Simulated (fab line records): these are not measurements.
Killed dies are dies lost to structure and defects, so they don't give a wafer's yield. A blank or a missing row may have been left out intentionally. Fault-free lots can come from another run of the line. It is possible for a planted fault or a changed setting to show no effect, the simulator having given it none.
fab line records	flow nandHarc
record: lots: 13	wafers: 39	lastDay: 24
route steps=1159 shown P_START@1 P_ZERO_WELL@14 P_STI@81 P_GATE@142 END@1159
lots that met no fault: taken from a fault-free run of the same line
startH: hours from the record's first day to the start of the lot's first wafer shown	waitH: hours elapsed since this lot's preceding step	" same as the row above	L1.1+2: a row that stands for several wafers	- no value, or no start was given	* or withheld: withheld	< > ~ a bound
route shown NAME@n: names a module that has steps shown in the file, with the first one's number in the route	usual: mean/standard deviation taken from wafers without a fault	same: alike in all rows	chamber/n: place in a boat	sites: per-site readings	_std_site: standard deviation of those values	_edge_site: mean of outer sites minus mean of inner sites	radiusMm: how far each site lies from the wafer's centre	mask NAME#n: copy n	behind: the last tool/chamber to shape the wafer	hold: what put the lot on hold/how long, in hours/how the hold closed	device: which transistor (n, p or np) failed to switch	end of line: the route-end tests of the same wafers	a step without rows: its recipe alone	killed: the dies lost at the first sort to structure and to defects; this is not the yield of the wafer	map: shows each die of a wafer: x if killed, . if not, _ if none is there
set.NAME: the setting that was run; set.NAME@STEP: the one run at that earlier step	model.NAME: the simulator's own value behind a step, which no gauge read
the route's steps for a sample of lots (tables are steps, rows are wafers)
services: the hour from which a tool's chamber was out of use, counted from the record's first day as startH (under 0 if before that day), plus the number of hours and why
== steps ==
step: NHARC_P_START_INSPECT_01
usual: rawDefectCount: 3.6/2.1
lot.wafer	tool	chamber	startH	waitH	rawDefectCount
L463.1	defectInspect-02	-	12.04	-	3
L463.2	"	-	"	"	4
L463.6	"	-	"	"	3
L464.1	defectInspect-01	-	18.04	-	3
L464.3	"	-	"	"	6
L464.5	"	-	"	"	5
L466.2	defectInspect-02	-	30.04	-	1
L466.4	"	-	"	"	5
L466.5	"	-	"	"	6
L467.2	defectInspect-02	-	36.04	-	3
L467.5	"	-	"	"	1
L467.6	"	-	"	"	3
L468.3	defectInspect-02	-	42.04	-	4
L468.4	"	-	"	"	5
L468.5	"	-	"	"	8
L474.3	defectInspect-01	-	78.04	-	10
L474.4	"	-	"	"	4
L474.6	"	-	"	"	2
L475.2	defectInspect-01	-	84.04	-	3
L475.4	"	-	"	"	6
L475.5	"	-	"	"	4
L476.1	defectInspect-01	-	90.04	-	3
L476.2	"	-	"	"	1
L476.3	"	-	"	"	1
L477.2	defectInspect-02	-	96.04	-	5
L477.4	"	-	"	"	4
L477.5	"	-	"	"	7
L478.3	defectInspect-01	-	102.04	-	4
L478.4	"	-	"	"	2
L478.6	"	-	"	"	2
L482.2	defectInspect-02	-	126.04	-	4
L482.4	"	-	"	"	3
L482.5	"	-	"	"	3
L484.2	defectInspect-02	-	138.04	-	4
L484.5	"	-	"	"	0
L484.6	"	-	"	"	6
L486.1	defectInspect-02	-	150.04	-	4
L486.2	"	-	"	"	4
L486.5	"	-	"	"	2
step: NHARC_P_ZERO_WELL_CD_MEAS_11
recipe: targetCdNm: 500	landingEnergyEv: 500
usual: cdNm: 500.6/2.7
lot.wafer	tool	chamber	startH	waitH	cdNm
L463.1	cdSem-01	0	13.11	-	497.9
L463.2	"	0	"	"	497.8
L463.6	"	0	"	"	497.6
L464.1	cdSem-03	0	19.24	-	498.9
L464.3	"	0	"	"	496.2
L464.5	"	0	"	"	500.0
L466.2	cdSem-01	0	31.24	-	497.8
L466.4	"	0	"	"	498.5
L466.5	"	0	"	"	499.2
L467.2	cdSem-01	0	37.13	-	499.4
L467.5	"	0	"	"	497.4
L467.6	"	0	"	"	503.8
L468.3	cdSem-02	0	43.12	-	500.9
L468.4	"	0	"	"	505.8
L468.5	"	0	"	"	500.6
L474.3	cdSem-02	0	79.24	-	500.0
L474.4	"	0	"	"	500.8
L474.6	"	0	"	"	497.6
L475.2	cdSem-03	0	85.26	-	500.3
L475.4	"	0	"	"	501.8
L475.5	"	0	"	"	501.2
L476.1	cdSem-03	0	91.25	-	502.2
L476.2	"	0	"	"	506.0
L476.3	"	0	"	"	503.7
L477.2	cdSem-03	0	97.24	-	503.9
L477.4	"	0	"	"	506.2
L477.5	"	0	"	"	501.8
L478.3	cdSem-01	0	103.13	-	501.9
L478.4	"	0	"	"	499.5
L478.6	"	0	"	"	501.9
L482.2	cdSem-01	0	127.14	-	498.2
L482.4	"	0	"	"	502.1
L482.5	"	0	"	"	497.4
L484.2	cdSem-03	0	139.24	-	494.5
L484.5	"	0	"	"	496.7
L484.6	"	0	"	"	496.1
L486.1	cdSem-03	0	151.24	-	501.1
L486.2	"	0	"	"	501.7
L486.5	"	0	"	"	506.0
step: NHARC_P_STI_PEB_07
recipe: pebTempC: 128	pebTimeS: 80
usual: heaterPowerTotalW: 189.7/0.79	plateTempC: 128.04/0.12
lot.wafer	tool	chamber	startH	waitH	heaterPowerTotalW	plateTempC
L463.1	lithoTrack-03	0	34.73	0.1	190.8	128.10
L463.2	"	0	"	"	190.6	128.09
L463.6	"	0	"	"	189.2	128.00
L464.1	lithoTrack-05	0	41.66	0.1	190.7	128.01
L464.3	"	0	"	"	189.6	128.09
L464.5	"	0	"	"	190.8	128.01
L466.2	lithoTrack-05	0	49.90	0.1	188.6	127.86
L466.4	"	0	"	"	190.8	128.00
L466.5	"	0	"	"	189.9	127.88
L467.2	lithoTrack-02	0	60.27	0.1	189.8	128.14
L467.5	"	0	"	"	188.6	127.85
L467.6	"	0	"	"	189.1	127.89
L468.3	lithoTrack-03	0	64.67	0.1	190.7	128.01
L468.4	"	0	"	"	188.5	127.90
L468.5	"	0	"	"	188.9	128.19
L474.3	lithoTrack-05	0	100.91	0.1	192.7	130.19
L474.4	"	0	"	"	194.8	130.17
L474.6	"	0	"	"	193.5	130.18
L475.2	lithoTrack-05	0	109.05	0.1	192.8	129.99
L475.4	"	0	"	"	194.7	130.04
L475.5	"	0	"	"	193.3	130.06
L476.1	lithoTrack-02	0	109.21	0.1	190.2	128.08
L476.2	"	0	"	"	189.7	128.22
L476.3	"	0	"	"	190.3	128.03
L477.2	lithoTrack-03	0	118.76	0.1	189.1	127.95
L477.4	"	0	"	"	190.6	127.92
L477.5	"	0	"	"	188.6	128.16
L478.3	lithoTrack-02	0	126.69	0.1	189.0	128.24
L478.4	"	0	"	"	189.8	128.22
L478.6	"	0	"	"	189.3	128.13
L482.2	lithoTrack-03	0	149.79	0.1	189.2	128.08
L482.4	"	0	"	"	190.6	128.03
L482.5	"	0	"	"	189.2	128.31
L484.2	lithoTrack-02	0	159.71	0.1	188.7	128.03
L484.5	"	0	"	"	189.9	128.10
L484.6	"	0	"	"	190.3	127.99
L486.1	lithoTrack-02	0	173.04	0.1	190.2	128.29
L486.2	"	0	"	"	190.8	128.16
L486.5	"	0	"	"	190.6	128.11
step: NHARC_P_STI_CD_MEAS_09
recipe: targetCdNm: 200	landingEnergyEv: 500
usual: cdNm: 200.2/2.1
lot.wafer	tool	chamber	startH	waitH	cdNm
L463.1	cdSem-03	0	34.82	-	200.2
L463.2	"	0	"	"	198.5
L463.6	"	0	"	"	196.7
L464.1	cdSem-01	0	41.75	-	203.5
L464.3	"	0	"	"	202.8
L464.5	"	0	"	"	204.0
L466.2	cdSem-03	0	49.98	-	199.7
L466.4	"	0	"	"	199.7
L466.5	"	0	"	"	201.8
L467.2	cdSem-01	0	60.35	-	200.8
L467.5	"	0	"	"	198.7
L467.6	"	0	"	"	199.3
L468.3	cdSem-02	0	64.76	-	198.3
L468.4	"	0	"	"	202.7
L468.5	"	0	"	"	202.2
L474.3	cdSem-02	0	101.00	-	212.3
L474.4	"	0	"	"	214.7
L474.6	"	0	"	"	215.2
L475.2	cdSem-01	0	109.13	-	213.9
L475.4	"	0	"	"	210.7
L475.5	"	0	"	"	216.8
L476.1	cdSem-01	0	109.29	-	200.3
L476.2	"	0	"	"	199.6
L476.3	"	0	"	"	197.6
L477.2	cdSem-02	0	118.85	-	200.3
L477.4	"	0	"	"	201.4
L477.5	"	0	"	"	202.0
L478.3	cdSem-01	0	126.78	-	202.1
L478.4	"	0	"	"	199.5
L478.6	"	0	"	"	198.4
L482.2	cdSem-01	0	149.88	-	201.9
L482.4	"	0	"	"	202.1
L482.5	"	0	"	"	198.1
L484.2	cdSem-02	0	159.80	-	198.5
L484.5	"	0	"	"	200.5
L484.6	"	0	"	"	203.5
L486.1	cdSem-01	0	173.13	-	198.9
L486.2	"	0	"	"	202.0
L486.5	"	0	"	"	199.4
step: NHARC_P_STI_OCD_MEAS_17
usual: trenchDepthNm: 300.7/2.6	trenchFootCdNm: 158.2/2.1
lot.wafer	tool	chamber	startH	waitH	trenchDepthNm	trenchFootCdNm
L463.1	ocd-01	-	35.64	0.1	304.4	157.9
L463.2	"	-	"	"	297.6	157.1
L463.6	"	-	"	"	297.4	155.3
L464.1	ocd-01	-	42.53	0.1	299.2	162.1
L464.3	"	-	"	"	302.8	160.5
L464.5	"	-	"	"	299.7	161.9
L466.2	ocd-02	-	50.76	0.1	299.5	158.0
L466.4	"	-	"	"	302.3	157.1
L466.5	"	-	"	"	299.6	160.2
L467.2	ocd-01	-	61.15	0.1	304.8	158.4
L467.5	"	-	"	"	304.7	155.7
L467.6	"	-	"	"	306.4	156.3
L468.3	ocd-01	-	65.53	0.1	300.7	155.9
L468.4	"	-	"	"	299.3	160.7
L468.5	"	-	"	"	299.8	159.6
L474.3	ocd-02	-	101.79	0.1	298.3	170.9
L474.4	"	-	"	"	301.9	172.7
L474.6	"	-	"	"	300.5	172.9
L475.2	ocd-02	-	109.95	0.1	299.7	172.2
L475.4	"	-	"	"	299.1	168.6
L475.5	"	-	"	"	295.3	175.3
L476.1	ocd-01	-	110.08	0.1	302.4	158.3
L476.2	"	-	"	"	303.6	157.0
L476.3	"	-	"	"	300.9	155.5
L477.2	ocd-02	-	119.64	0.1	305.3	157.2
L477.4	"	-	"	"	301.1	159.2
L477.5	"	-	"	"	299.6	160.2
L478.3	ocd-01	-	127.57	0.1	305.1	159.7
L478.4	"	-	"	"	302.4	157.2
L478.6	"	-	"	"	298.5	156.7
L482.2	ocd-02	-	150.67	0.1	296.0	160.9
L482.4	"	-	"	"	300.6	160.3
L482.5	"	-	"	"	301.5	155.8
L484.2	ocd-02	-	160.59	0.1	297.6	157.3
L484.5	"	-	"	"	301.6	158.0
L484.6	"	-	"	"	299.0	161.2
L486.1	ocd-01	-	173.92	0.1	300.8	157.1
L486.2	"	-	"	"	301.0	159.7
L486.5	"	-	"	"	302.0	157.7
step: NHARC_P_GATE_OVL_MEAS_27
usual: overlayXNm: -0.2/0.74	overlayYNm: 0.0/1
lot.wafer	tool	chamber	startH	waitH	overlayXNm	overlayYNm
L463.1	overlay-01	-	92.30	-	0.7	1.4
L463.2	"	-	"	"	0.3	1.5
L463.6	"	-	"	"	0.4	1.3
L464.1	overlay-01	-	100.71	-	-1.3	0.3
L464.3	"	-	"	"	-0.9	1.2
L464.5	"	-	"	"	-1.5	1.3
L466.2	overlay-02	-	103.90	-	0.2	-0.4
L466.4	"	-	"	"	0.6	0.6
L466.5	"	-	"	"	0.0	0.1
L467.2	overlay-02	-	116.70	-	1.3	-1.8
L467.5	"	-	"	"	1.0	-1.7
L467.6	"	-	"	"	1.3	-1.5
L468.3	overlay-01	-	116.87	-	-0.9	0.1
L468.4	"	-	"	"	-1.2	-0.1
L468.5	"	-	"	"	-0.7	0.6
L474.3	overlay-02	-	154.09	-	0.6	0.5
L474.4	"	-	"	"	0.0	0.9
L474.6	"	-	"	"	0.0	1.4
L475.2	overlay-02	-	169.68	-	0.1	-0.9
L475.4	"	-	"	"	0.5	-0.2
L475.5	"	-	"	"	0.4	-0.5
L476.1	overlay-01	-	170.30	-	0.1	-1.2
L476.2	"	-	"	"	1.0	-2.4
L476.3	"	-	"	"	-0.2	-2.4
L478.3	overlay-02	-	181.65	-	-0.8	0.9
L478.4	"	-	"	"	-1.5	0.9
L478.6	"	-	"	"	-2.1	0.6
L477.2	overlay-02	-	182.30	-	0.7	-0.1
L477.4	"	-	"	"	0.9	0.4
L477.5	"	-	"	"	0.3	-0.2
L482.2	overlay-01	-	204.16	-	0.3	2.4
L482.4	"	-	"	"	0.1	3.0
L482.5	"	-	"	"	-0.2	2.4
L484.2	overlay-01	-	215.61	-	-0.8	-0.8
L484.5	"	-	"	"	0.2	-1.1
L484.6	"	-	"	"	-0.6	-0.3
L486.1	overlay-02	-	228.10	-	1.0	-0.8
L486.2	"	-	"	"	0.5	-0.8
L486.5	"	-	"	"	0.4	-0.9
step: NHARC_END_SORT_01
recipe: tempC: 25
usual: killedAtArray: 24/8.8	killedAtOther: 0.7/0.99	killedAtPeriphery: 3.5/2.6	killedDies: 28/9.3	killedOpen: 3.2/1.7	killedShort: 1.7/1.4
same: grossDies: 677
lot.wafer	tool	chamber	startH	waitH	killedAtArray	killedAtOther	killedAtPeriphery	killedDies	killedOpen	killedShort
L475.5	prober-01	0	525.00	3.6	14	0	4	18	4	4
killed by level:class
L475.5 A_CHANNEL_HOLE_D1:chamberFilmFlake=3 P_GATE:geometricParticle:open=2 A_CHANNEL_HOLE_D1:geometricParticle:short=2 A_CHANNEL_FILL_D1:chamberFilmFlake=2 A_WL_FILL:chamberFilmFlake=2 P_M2:geometricParticle:short=1 A_CHANNEL_FILL_D1:geometricParticle:open=1 A_WL_FILL:geometricParticle:short=1
== services ==
tool	chamber	startH	hours	kind
lithoTrack-03	-	38.00	7.0	pm
lithoTrack-05	-	62.00	7.0	pm
lithoTrack-03	-	78.18	-	consumableReplace:filter
lithoTrack-02	-	165.01	7.0	pm
== key ==
firstSign: step: NHARC_P_STI_PEB_07	reading: plateTempC	direction: up	sigmas: 17	usual: *	struck: *
effect: step: NHARC_P_STI_PEB_07	reading: heaterPowerTotalW	direction: up	sigmas: 4.9	usual: *	struck: *
effect: step: NHARC_P_STI_CD_MEAS_09	reading: cdNm	direction: up	sigmas: 6.7	usual: 200.2	struck: 213.9	through: controlLoop
effect: step: NHARC_P_STI_OCD_MEAS_17	reading: trenchFootCdNm	direction: up	sigmas: 6.7	usual: 158.2	struck: 172.1	through: controlLoop
metAt NHARC_P_STI_PEB_07
struckLots L474,L475
testerLeftOut L474,L475
loopTrim: step: NHARC_P_STI_EXPOSE_06	setting: dose	lots: L475
notActingAt NHARC_P_START_INSPECT_01,NHARC_P_ZERO_WELL_CD_MEAS_11,NHARC_P_GATE_OVL_MEAS_27
onsetBetween 49.90 100.91
fault: kind: processParameterDrift	tool: lithoTrack-05	chamber: -	onsetH: 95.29	steps: NHARC_P_STI_PEB_07	channel: pebTempC	offset: *	shape: step	endH: 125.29	actsIn: *	stated: *
testerLeftOut: of these lots the tester's yield and bins aren't shown, on N5 and GAA mostly nor the transistor test; their killed dies are dies lost to structure and defects alone, not to doping, threshold or leakage, so they don't give the yield
loopTrim: a control loop set the setting to another value than it would have without faults
